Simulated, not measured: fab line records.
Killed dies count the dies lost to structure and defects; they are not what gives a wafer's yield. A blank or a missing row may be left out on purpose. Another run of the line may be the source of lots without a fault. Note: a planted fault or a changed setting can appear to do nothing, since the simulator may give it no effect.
Chamber matching    flow n5 finfet    rie diel-02 running N5_GATE_CUT_STRIP_59: 4 sister chambers
The step strips in N2/H2, time 20 s. 8 wafers are shown with their chamber, then 9 later ones without.

WAFERS WITH THEIR CHAMBER
wafer   chamber  showerhead plenum p Torr (Torr)  throttle valve pct (%)
L080.3  0        3.54                             11.99
L090.6  0        3.53                             12.01
L094.1  1        3.32                             12.70
L094.2  2        3.28                             12.16
L094.3  3        3.46                             12.42
L094.4  2        3.28                             12.14
L094.5  3        3.46                             12.45
L094.6  1        3.32                             12.68

WAFERS WITH NO CHAMBER GIVEN
wafer   showerhead plenum p Torr (Torr)  throttle valve pct (%)
L095.2  3.46                             12.44
L095.4  3.28                             12.13
L095.5  3.46                             12.43
L096.1  3.52                             12.06
L096.3  3.27                             12.14
L096.6  3.27                             12.16
L097.3  3.45                             12.45
L097.4  3.52                             12.05
L097.6  3.45                             12.43

EACH ONE'S CHAMBER
wafer   from the rows above  in truth
L095.2  3                    3
L095.4  2                    2
L095.5  3                    3
L096.1  0                    0
L096.3  2                    2
L096.6  2                    2
L097.3  3                    3
L097.4  0                    0
L097.6  3                    3
Correct placement for 9 of the 9. From these rows, 0 cannot be placed. Number placed wrongly: 0.
How it was worked out, from the rows above alone: a wafer's distance from a chamber is the root of the sum, over the readings, of the square of ((its reading less the chamber's mean) divided by the reading's scatter). The wafer belongs to the nearest chamber; if the next one is less than 2 further off, it can't be placed. A chamber's mean is the mean of its shown wafers. How the scatter is found: for the shown wafers, subtract from each reading the mean of its chamber, square and add these, divide the total by (wafers less chambers), then take the root.
